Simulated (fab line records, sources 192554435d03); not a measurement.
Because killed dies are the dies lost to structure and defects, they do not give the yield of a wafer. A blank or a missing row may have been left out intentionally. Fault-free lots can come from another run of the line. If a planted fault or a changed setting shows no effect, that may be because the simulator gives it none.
Lot-split experiment :: flow n5 finfet :: 21 wafers read from 7 lots, route of 1938 steps

== ABOUT THE SPLIT ==
At N5_HKMG_FIN_ETCH_54 (etches SiARC in CF4, target depth 45.5 nm, time 75.8 s), the setting source w was moved away from the recipe's 545 W on 7 of the 21 wafers read, by -13.5% to +15.3%. For the rest of the wafers, this setting stayed at what the recipe calls for.

The reading comes from the split's own step.

== THE READING ==
rf vpp V, in V, at N5_HKMG_FIN_ETCH_54 (etches SiARC in CF4, target depth 45.5 nm, time 75.8 s). Fault-free wafers of this fab line usually give 184.6 V, standard deviation 1.2 V.

wafer: L075.4
tool, chamber at the split: rie diel-05, 0
source w as run, W: 628.4
against the recipe: +15.3%
rf vpp V, V: 175.5
against lot-mates on the recipe: -8.9

wafer: L075.5
tool, chamber at the split: rie diel-05, 3
source w as run, W: 545
against the recipe: recipe
rf vpp V, V: 184.4
against lot-mates on the recipe: -

wafer: L075.6
tool, chamber at the split: rie diel-05, 2
source w as run, W: 628.4
against the recipe: +15.3%
rf vpp V, V: 174.8
against lot-mates on the recipe: -9.6

wafer: L076.1
tool, chamber at the split: rie diel-02, 0
source w as run, W: 545
against the recipe: recipe
rf vpp V, V: 185.8
against lot-mates on the recipe: -

wafer: L076.3
tool, chamber at the split: rie diel-02, 2
source w as run, W: 545
against the recipe: recipe
rf vpp V, V: 182.9
against lot-mates on the recipe: -

wafer: L076.6
tool, chamber at the split: rie diel-02, 2
source w as run, W: 545
against the recipe: recipe
rf vpp V, V: 182.1
against lot-mates on the recipe: -

wafer: L077.1
tool, chamber at the split: rie diel-03, 1
source w as run, W: 545
against the recipe: recipe
rf vpp V, V: 184.4
against lot-mates on the recipe: -

wafer: L077.2
tool, chamber at the split: rie diel-03, 0
source w as run, W: 545
against the recipe: recipe
rf vpp V, V: 184.4
against lot-mates on the recipe: -

wafer: L077.5
tool, chamber at the split: rie diel-03, 1
source w as run, W: 545
against the recipe: recipe
rf vpp V, V: 184.2
against lot-mates on the recipe: -

wafer: L078.1
tool, chamber at the split: rie diel-05, 0
source w as run, W: 545
against the recipe: recipe
rf vpp V, V: 183.4
against lot-mates on the recipe: -

wafer: L078.4
tool, chamber at the split: rie diel-05, 2
source w as run, W: 480.9
against the recipe: -11.8%
rf vpp V, V: 191.7
against lot-mates on the recipe: +7.6

wafer: L078.5
tool, chamber at the split: rie diel-05, 2
source w as run, W: 545
against the recipe: recipe
rf vpp V, V: 184.8
against lot-mates on the recipe: -

wafer: L092.3
tool, chamber at the split: rie diel-03, 0
source w as run, W: 471.2
against the recipe: -13.5%
rf vpp V, V: 194.2
against lot-mates on the recipe: +8.8

wafer: L092.4
tool, chamber at the split: rie diel-03, 2
source w as run, W: 545
against the recipe: recipe
rf vpp V, V: 187.5
against lot-mates on the recipe: -

wafer: L092.5
tool, chamber at the split: rie diel-03, 3
source w as run, W: 545
against the recipe: recipe
rf vpp V, V: 183.2
against lot-mates on the recipe: -

wafer: L095.3
tool, chamber at the split: rie diel-02, 0
source w as run, W: 545
against the recipe: recipe
rf vpp V, V: 184.9
against lot-mates on the recipe: -

wafer: L095.4
tool, chamber at the split: rie diel-02, 1
source w as run, W: 545
against the recipe: recipe
rf vpp V, V: 183.9
against lot-mates on the recipe: -

wafer: L095.5
tool, chamber at the split: rie diel-02, 0
source w as run, W: 545
against the recipe: recipe
rf vpp V, V: 187.0
against lot-mates on the recipe: -

wafer: L096.1
tool, chamber at the split: rie diel-05, 0
source w as run, W: 481.4
against the recipe: -11.7%
rf vpp V, V: 192.1
against lot-mates on the recipe: no lot-mate on the recipe

wafer: L096.2
tool, chamber at the split: rie diel-05, 1
source w as run, W: 481.4
against the recipe: -11.7%
rf vpp V, V: 193.7
against lot-mates on the recipe: no lot-mate on the recipe

wafer: L096.4
tool, chamber at the split: rie diel-05, 3
source w as run, W: 481.4
against the recipe: -11.7%
rf vpp V, V: 193.8
against lot-mates on the recipe: no lot-mate on the recipe

FIT RESULTS
A straight line over all 21 wafers: rf vpp V changes by -0.668 V for each +1% of source w; r = -0.97; the points scatter about the line by 1.4 V.
The same after taking each lot's own level away (the mean of its wafers on the recipe; 18 wafers): -0.624 V for each +1%; r = -0.96; scatter 1.2 V.
According to that fit, moving source w by its largest amount changes the reading by 9.5 V.
From 183.60 to 185.35 V: that is the span of the lots' own levels, equal to 1.5 times the standard deviation above.
Hence the lot-to-lot level has little effect on the slope; both slopes agree.
Check: for one of the wafers moved furthest among these (+15.3%), held out of the fit, the line's prediction against its lot-mates is -9.77 V. Against them it came out at -8.9 V.
Tool readings at the split's step, against how far the setting was moved: etch rf on time s r = -0.99; rf vpp V r = -0.97.

== OTHER SPLITS APPLIED TO THESE WAFERS ==
Other splits were also applied to these wafers ahead of the reading. Each is held against what the fit with the lots' levels taken away leaves over:
other split on the same wafers: N5_SD_EPI_P_COAT_03 spin rpm
wafers away from the commonest value: 7
r with rf vpp V (lot level and that fit taken away): +0.00

== THE WHOLE CHAIN: every reading that the file lists as answering this split, in the file's order ==
step: N5_HKMG_FIN_ETCH_54
what it does: etches SiARC in CF4, target depth 45.5 nm, time 75.8 s
reading: etch rf on time s
change (the file's fit): withheld for each +1% of the setting
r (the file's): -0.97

step: N5_HKMG_FIN_ETCH_54
what it does: etches SiARC in CF4, target depth 45.5 nm, time 75.8 s
reading: rf vpp V
change (the file's fit): -0.634 V for each +1% of the setting
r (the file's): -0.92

== FILE'S OWN FIT ==
rf vpp V changes by -0.634 V for each +1% of source w, r = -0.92.
